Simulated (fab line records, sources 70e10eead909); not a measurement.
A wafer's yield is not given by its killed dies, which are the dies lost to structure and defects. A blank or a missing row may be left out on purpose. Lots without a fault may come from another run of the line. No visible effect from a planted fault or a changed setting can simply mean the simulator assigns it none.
Which tool was responsible?    flow nand harc    Sampling: 24 lots, 72 wafers, 6 of 1302 route steps

== WHAT THE GAUGES SHOWED, per wafer ==
NHARC_P_M1_INSPECT_27.
lot   measured      on                 raw defect count
L075  day 6 13:27   defect inspect-01  407 340 426
L074  day 6 14:35   defect inspect-01  286 239 536
L076  day 7 03:55   defect inspect-01  237 234 138
L077  day 7 17:30   defect inspect-01  169 317 127
L078  day 8 02:43   defect inspect-01  391 249 255
L079  day 8 13:22   defect inspect-01  214 192 227
L080  day 9 01:57   defect inspect-02  233 388 322
L081  day 9 10:46   defect inspect-01  257 314 329
L082  day 9 20:46   defect inspect-02  197 236 225
L083  day 10 01:25  defect inspect-01  298 297 448
L084  day 10 10:34  defect inspect-02  213 201 160
L085  day 11 00:47  defect inspect-01  653 344 318
L086  day 11 11:52  defect inspect-02  343 308 175
L087  day 11 15:08  defect inspect-02  239 244 557
L088  day 12 14:47  defect inspect-01  271 471 255
L089  day 12 15:38  defect inspect-02  565 416 223
L090  day 13 06:59  defect inspect-02  186 304 190
L091  day 13 14:57  defect inspect-01  212 299 276
L092  day 13 20:30  defect inspect-02  305 355 268
L093  day 14 08:37  defect inspect-01  375 290 324
L094  day 15 00:14  defect inspect-01  274 317 184
L095  day 15 00:32  defect inspect-02  292 175 271
L096  day 15 09:35  defect inspect-01  178 311 421
L097  day 15 18:36  defect inspect-01  209 418 203

NHARC_P_M2_OVL_MEAS_10: pitch 340 nm.
lot   measured      on          overlay x nm (nm)  overlay y nm (nm)
L075  day 6 14:49   overlay-02  1.3 1.2 1.0        -1.3 -0.4 -0.7
L074  day 6 16:05   overlay-02  -0.5 -0.5 -0.5     0.6 0.9 0.3
L076  day 7 05:23   overlay-01  0.3 0.0 0.7        -0.1 -0.2 -0.3
L077  day 7 18:59   overlay-01  0.0 0.1 0.4        -0.6 -1.6 -0.4
L078  day 8 04:11   overlay-02  -0.6 -0.9 -0.5     -1.3 -1.5 -1.4
L079  day 8 14:44   overlay-02  -1.8 -1.1 -0.9     0.4 0.1 0.4
L080  day 9 03:29   overlay-02  0.6 0.0 0.3        -0.4 -1.0 -0.5
L081  day 9 12:14   overlay-01  1.0 1.7 1.0        0.1 -0.2 -0.7
L082  day 9 22:13   overlay-02  0.2 0.6 0.7        -0.4 -1.1 -0.8
L083  day 10 02:53  overlay-02  0.4 0.5 0.8        -0.7 -0.8 -0.8
L084  day 10 11:56  overlay-01  -0.2 -0.6 -0.7     0.3 0.2 0.2
L085  day 11 02:16  overlay-01  -0.2 -0.5 -0.3     -0.8 -0.3 -0.4
L086  day 11 13:17  overlay-01  -0.8 -0.8 -0.1     -0.7 -0.6 -0.5
L087  day 11 16:37  overlay-02  -0.7 0.0 -0.3      0.4 0.7 0.7
L088  day 12 16:07  overlay-01  0.7 1.1 0.6        -0.1 0.3 0.7
L089  day 12 16:59  overlay-01  1.1 1.4 1.3        -0.6 -0.7 -0.6
L090  day 13 08:21  overlay-01  -0.3 -0.8 0.1      -1.6 -1.0 -1.0
L091  day 13 16:19  overlay-01  0.4 0.8 0.5        -0.8 -0.4 -1.3
L092  day 13 21:59  overlay-02  -1.3 -0.6 -0.6     0.3 0.7 0.7
L093  day 14 10:05  overlay-02  1.0 1.2 1.0        0.3 0.3 0.7
L094  day 15 01:43  overlay-01  0.8 1.0 1.5        0.2 -0.1 -0.7
L095  day 15 01:58  overlay-01  1.1 1.4 1.4        0.7 0.1 0.1
L096  day 15 11:05  overlay-02  -0.4 -0.4 -0.1     -1.5 -1.4 -0.3
L097  day 15 19:58  overlay-01  0.5 1.1 0.5        1.1 1.0 0.3

NHARC_P_M2_CD_MEAS_16.
lot   measured      on         cd nm (nm)
L075  day 6 15:13   cd sem-03  170.4 169.7 170.4
L074  day 6 16:29   cd sem-03  171.3 169.8 172.1
L076  day 7 05:47   cd sem-01  169.8 170.3 168.9
L077  day 7 19:23   cd sem-03  171.5 171.8 170.1
L078  day 8 04:35   cd sem-01  170.6 170.2 170.5
L079  day 8 15:08   cd sem-03  169.9 170.1 169.4
L080  day 9 03:53   cd sem-02  167.5 169.9 168.5
L081  day 9 12:40   cd sem-03  170.8 170.0 171.5
L082  day 9 22:40   cd sem-03  170.1 169.5 169.0
L083  day 10 03:17  cd sem-01  169.6 170.6 171.1
L084  day 10 12:20  cd sem-03  170.0 170.3 169.2
L085  day 11 02:40  cd sem-03  171.0 168.9 170.6
L086  day 11 13:41  cd sem-02  168.9 169.9 169.5
L087  day 11 17:00  cd sem-03  171.1 170.0 171.3
L088  day 12 16:31  cd sem-02  171.0 170.9 172.0
L089  day 12 17:24  cd sem-03  171.0 170.5 170.4
L090  day 13 08:48  cd sem-02  170.6 171.2 170.5
L091  day 13 16:45  cd sem-03  170.7 169.9 172.5
L092  day 13 22:23  cd sem-02  170.7 169.3 169.0
L093  day 14 10:29  cd sem-02  170.6 171.8 169.3
L094  day 15 02:07  cd sem-02  170.2 169.1 169.8
L095  day 15 02:22  cd sem-02  170.1 169.9 171.3
L096  day 15 11:29  cd sem-03  167.7 169.7 169.5
L097  day 15 20:22  cd sem-03  170.6 172.6 169.7

NHARC_P_M2_THK_MEAS_24: measures by xrf.
lot   measured      on             thk nm (nm)
L075  day 6 17:23   film metro-01  145.5 145.9 145.2
L074  day 6 18:35   film metro-02  147.4 144.5 146.5
L076  day 7 07:56   film metro-01  145.7 144.7 147.5
L077  day 7 21:32   film metro-02  142.7 146.1 143.2
L078  day 8 06:42   film metro-01  142.8 143.7 145.0
L079  day 8 17:14   film metro-02  144.5 141.8 142.8
L080  day 9 05:59   film metro-02  146.1 145.0 146.5
L081  day 9 14:50   film metro-02  147.0 145.1 144.9
L082  day 10 00:47  film metro-01  144.2 143.4 143.2
L083  day 10 05:25  film metro-01  144.3 139.9 145.0
L084  day 10 14:31  film metro-01  144.0 147.3 143.9
L085  day 11 04:47  film metro-01  144.6 146.1 146.3
L086  day 11 15:47  film metro-01  143.0 143.3 142.1
L087  day 11 19:15  film metro-01  148.4 142.1 145.6
L088  day 12 18:43  film metro-01  142.7 144.1 144.2
L089  day 12 19:30  film metro-02  146.2 146.7 142.4
L090  day 13 10:58  film metro-01  145.3 147.5 146.2
L091  day 13 18:52  film metro-02  145.6 146.3 144.5
L092  day 14 00:29  film metro-01  143.4 144.4 143.8
L093  day 14 12:36  film metro-02  142.5 144.6 143.4
L094  day 15 04:13  film metro-02  146.1 146.6 146.7
L095  day 15 04:32  film metro-02  144.4 145.6 145.7
L096  day 15 13:35  film metro-01  147.2 147.4 143.8
L097  day 15 22:31  film metro-01  143.8 147.1 143.6

== WHAT TOOL EACH LOT RAN ON (gives the tool, then ch and the chambers of the sampled wafers, and finally the start) ==
lot   NHARC_P_M2_ETCH_28                             NHARC_P_M2_PVD_21
L075  rie diel-12 ch 0,3, day 6 17:23 or earlier     pvd sputter-03, day 6 17:23 or earlier
L074  rie diel-13 ch 1,3, day 6 18:35 or earlier     pvd sputter-01, day 6 18:35 or earlier
L076  rie diel-13 ch 0,3, day 7 07:56 or earlier     pvd sputter-02, day 7 07:56 or earlier
L077  rie diel-12 ch 1,2,3, day 7 21:32 or earlier   pvd sputter-01, day 7 21:32 or earlier
L078  rie diel-12 ch 1,2,3, day 8 06:42 or earlier   pvd sputter-01, day 8 06:42 or earlier
L079  rie diel-12 ch 0,2,3, day 8 17:14 or earlier   pvd sputter-02, day 8 17:14 or earlier
L080  rie diel-12 ch 0,1,3, day 9 05:59 or earlier   pvd sputter-03, day 9 05:59 or earlier
L081  rie diel-13 ch 0,1,2, day 9 14:50 or earlier   pvd sputter-03, day 9 14:50 or earlier
L082  rie diel-06 ch 2,3, day 10 00:47 or earlier    pvd sputter-02, day 10 00:47 or earlier
L083  rie diel-12 ch 0,1, day 10 05:25 or earlier    pvd sputter-03, day 10 05:25 or earlier
L084  rie diel-12 ch 0,2,3, day 10 14:31 or earlier  pvd sputter-03, day 10 14:31 or earlier
L085  rie diel-12 ch 0,1,2, day 11 04:47 or earlier  pvd sputter-01, day 11 04:47 or earlier
L086  rie diel-13 ch 0,2, day 11 15:47 or earlier    pvd sputter-02, day 11 15:47 or earlier
L087  rie diel-06 ch 0,1,3, day 11 19:15 or earlier  pvd sputter-03, day 11 19:15 or earlier
L088  rie diel-13 ch 0,1,3, day 12 18:43 or earlier  pvd sputter-01, day 12 18:43 or earlier
L089  rie diel-13 ch 0,1,3, day 12 19:30 or earlier  pvd sputter-02, day 12 19:30 or earlier
L090  rie diel-12 ch 0,1,2, day 13 10:58 or earlier  pvd sputter-01, day 13 10:58 or earlier
L091  rie diel-13 ch 0,1,3, day 13 18:52 or earlier  pvd sputter-03, day 13 18:52 or earlier
L092  rie diel-13 ch 2,3, day 14 00:29 or earlier    pvd sputter-02, day 14 00:29 or earlier
L093  rie diel-12 ch 1,3, day 14 12:36 or earlier    pvd sputter-03, day 14 12:36 or earlier
L094  rie diel-06 ch 0,2,3, day 15 04:13 or earlier  pvd sputter-01, day 15 04:13 or earlier
L095  rie diel-12 ch 1,2,3, day 15 04:32 or earlier  pvd sputter-02, day 15 04:32 or earlier
L096  rie diel-06 ch 0,1,2, day 15 13:35 or earlier  pvd sputter-01, day 15 13:35 or earlier
L097  rie diel-06 ch 0,2,3, day 15 22:31 or earlier  pvd sputter-01, day 15 22:31 or earlier
- NHARC_P_M2_ETCH_28: etches the open film in CF4/N2, target depth 30 nm, time 72.99 s.
- NHARC_P_M2_PVD_21: deposits Cu, target thk 30 nm, time 20.49 s.

== WHAT THE TOOLS THEMSELVES READ (means of the sampled wafers that have a number; where no wafer has one, the mark that the record gives instead) ==
NHARC_P_M2_ETCH_28.
lot   tool         chamber pressure mTorr (mTorr)  drypump motor current A (A)  oes product au (a.u.)  rf vpp V (V)  showerhead plenum p Torr (Torr)  throttle valve pct (%)
L075  rie diel-12  29.991                          5.7                          0.987                  313.5         2.62                             19.789
L074  rie diel-13  29.997                          5.9                          0.996                  315.5         2.73                             19.792
L076  rie diel-13  30.032                          6.2                          0.996                  316.1         2.70                             19.798
L077  rie diel-12  30.008                          5.5                          1.010                  314.3         2.65                             19.793
L078  rie diel-12  30.003                          5.5                          1.011                  314.5         2.65                             19.791
L079  rie diel-12  29.993                          5.3                          0.994                  313.2         2.60                             19.796
L080  rie diel-12  30.007                          5.6                          1.002                  314.7         2.63                             19.795
L081  rie diel-13  30.018                          6.1                          1.008                  314.9         2.70                             19.791
L082  rie diel-06  29.999                          6.7                          0.991                  314.1         2.61                             19.799
L083  rie diel-12  30.007                          5.3                          0.988                  313.5         2.61                             19.802
L084  rie diel-12  29.971                          5.3                          0.990                  313.4         2.60                             19.791
L085  rie diel-12  29.994                          5.2                          0.990                  313.9         2.62                             19.795
L086  rie diel-13  30.014                          6.3                          1.006                  315.0         2.67                             19.793
L087  rie diel-06  29.983                          6.2                          0.998                  312.6         2.53                             19.792
L088  rie diel-13  30.024                          6.0                          1.013                  314.9         2.71                             19.790
L089  rie diel-13  29.997                          6.1                          1.013                  315.9         2.71                             19.794
L090  rie diel-12  29.984                          5.3                          1.005                  314.2         2.62                             19.788
L091  rie diel-13  30.017                          6.1                          1.007                  315.0         2.71                             19.795
L092  rie diel-13  29.977                          5.8                          0.997                  314.2         2.59                             19.802
L093  rie diel-12  29.996                          6.0                          1.006                  314.2         2.66                             19.793
L094  rie diel-06  29.994                          6.6                          0.993                  313.4         2.56                             19.791
L095  rie diel-12  30.010                          5.5                          1.007                  313.1         2.65                             19.792
L096  rie diel-06  29.980                          6.2                          0.988                  311.6         2.50                             19.783
L097  rie diel-06  30.011                          6.6                          1.000                  312.6         2.56                             19.804

NHARC_P_M2_PVD_21.
lot   tool            throttle valve pct (%)
L075  pvd sputter-03  29.7
L074  pvd sputter-01  28.6
L076  pvd sputter-02  28.8
L077  pvd sputter-01  28.6
L078  pvd sputter-01  28.6
L079  pvd sputter-02  30.0
L080  pvd sputter-03  29.9
L081  pvd sputter-03  30.1
L082  pvd sputter-02  29.0
L083  pvd sputter-03  30.2
L084  pvd sputter-03  30.1
L085  pvd sputter-01  28.4
L086  pvd sputter-02  29.6
L087  pvd sputter-03  29.5
L088  pvd sputter-01  29.4
L089  pvd sputter-02  29.3
L090  pvd sputter-01  28.8
L091  pvd sputter-03  29.4
L092  pvd sputter-02  29.6
L093  pvd sputter-03  30.9
L094  pvd sputter-01  30.0
L095  pvd sputter-02  29.5
L096  pvd sputter-01  29.4
L097  pvd sputter-01  29.0

== THE ANSWER, worked out from the rows above alone ==
Rule: the usual values come from the lots themselves. The widest of any qualifying gaps counts: lots, ordered by their means at a reading, are off when they make up no more than a third of the lots, leave a main group of 4 or more, and stand apart from it by 3 or more times the standard deviation of that group's means. The tables above print the reading to a certain number of digits; a main group whose means all agree to those digits is not used. Also off: a lot with no number at a reading for which 4 or more lots have one. Any other lot the step has rows for is counted as sound. After the gauges, taken in route order, come the tools' own readings; for these a lot's mean is taken, as printed above. At the first step where some lot is off, the reading lying furthest off is the one used; lots without a number count as furthest.
Nothing can be told from this: no lot is off at any reading shown.

== WHAT THE SIMULATOR HAD INSERTED ==
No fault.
